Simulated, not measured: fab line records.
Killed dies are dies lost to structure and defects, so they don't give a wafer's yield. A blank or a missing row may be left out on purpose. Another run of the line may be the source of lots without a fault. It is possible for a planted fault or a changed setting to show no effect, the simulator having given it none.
Split-lot trial + flow n5Finfet + on a route of 1938 steps: 7 lots, 21 wafers read

ON THE SPLIT
At N5_BEOL_M12_PEB_08 (peb time 90 s), the setting pebTimeS was moved away from the recipe's 90 s on 8 of the 21 wafers read, by -7.7% to +19.2%. This setting was run at the recipe's value on the other wafers.

FROM THE SPLIT TO THE READING: what the file shows between them, 2 steps
- N5_BEOL_M12_DEVELOP_09: develop time 45 s
- N5_BEOL_M12_HARDBAKE_14: time 120 s

THE READING
cdNm at N5_BEOL_M12_CD_MEAS_10, given in nm (cd target 140 nm). On this fab line, fault-free wafers typically give 140.2 nm with a standard deviation of 1.6 nm.

| wafer  | tool, chamber at the split | pebTimeS as run, s | against the recipe | cdNm, nm | against lot-mates on the recipe |
|--------|----------------------------|--------------------|--------------------|----------|---------------------------------|
| L077.2 | lithoTrack-04, 0           | 90                 | recipe             | 139.4    | -                               |
| L077.3 | lithoTrack-04, 0           | 107.3              | +19.2%             | 142.4    | +3.0                            |
| L077.6 | lithoTrack-04, 0           | 107.3              | +19.2%             | 142.7    | +3.3                            |
| L075.3 | lithoTrack-04, 0           | 98.49              | +9.4%              | 140.7    | +1.5                            |
| L075.5 | lithoTrack-04, 0           | 98.49              | +9.4%              | 141.3    | +2.1                            |
| L075.6 | lithoTrack-04, 0           | 90                 | recipe             | 139.2    | -                               |
| L079.1 | lithoTrack-01, 0           | 90                 | recipe             | 138.3    | -                               |
| L079.3 | lithoTrack-01, 0           | 90                 | recipe             | 139.7    | -                               |
| L079.6 | lithoTrack-01, 0           | 90                 | recipe             | 139.4    | -                               |
| L085.2 | lithoTrack-01, 0           | 90                 | recipe             | 140.8    | -                               |
| L085.5 | lithoTrack-01, 0           | 83.04              | -7.7%              | 138.8    | -2.0                            |
| L085.6 | lithoTrack-01, 0           | 83.04              | -7.7%              | 137.7    | -3.1                            |
| L091.1 | lithoTrack-04, 0           | 90                 | recipe             | 138.9    | -                               |
| L091.4 | lithoTrack-04, 0           | 90                 | recipe             | 137.1    | -                               |
| L091.6 | lithoTrack-04, 0           | 90                 | recipe             | 137.6    | -                               |
| L089.3 | lithoTrack-04, 0           | 90                 | recipe             | 140.4    | -                               |
| L089.4 | lithoTrack-04, 0           | 103                | +14.4%             | 143.1    | +2.7                            |
| L089.6 | lithoTrack-04, 0           | 103                | +14.4%             | 144.4    | +4.0                            |
| L096.1 | lithoTrack-01, 0           | 90                 | recipe             | 139.9    | -                               |
| L096.5 | lithoTrack-01, 0           | 90                 | recipe             | 139.0    | -                               |
| L096.6 | lithoTrack-01, 0           | 90                 | recipe             | 138.5    | -                               |

FIT RESULTS
A straight line over all 21 wafers: cdNm changes by +0.209 nm for each +1% of pebTimeS; r = +0.85; the points scatter about the line by 1.1 nm.
The same after taking each lot's own level away (the mean of its wafers on the recipe; 21 wafers): +0.208 nm for each +1%; r = +0.93; scatter 0.67 nm.
The reading moves by 4 nm for the largest change in pebTimeS, on that fit.
From 137.87 to 140.80 nm: that is the span of the lots' own levels, equal to 1.8 times the standard deviation above.
So the lot-to-lot level changes the slope little: the two slopes agree.
Check: +4.13 nm against its lot-mates is what the line predicts for one of the wafers moved furthest among these (+19.2%) when that wafer is left out of the fit. It came out at +3 nm against them.

THE OTHER SPLITS THESE WAFERS WENT THROUGH
These wafers also went through other splits before the reading. Each is held against what the fit with the lots' levels taken away leaves over:
| other split on the same wafers | wafers away from the commonest value | r with cdNm (lot level and that fit taken away) |
|--------------------------------|--------------------------------------|-------------------------------------------------|
| N5_BEOL_M12_ILD_DEP_00 timeS   | 9                                    | -0.01                                           |

FILE'S OWN FIT
cdNm changes by +0.2 nm for each +1% of pebTimeS, r = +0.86.
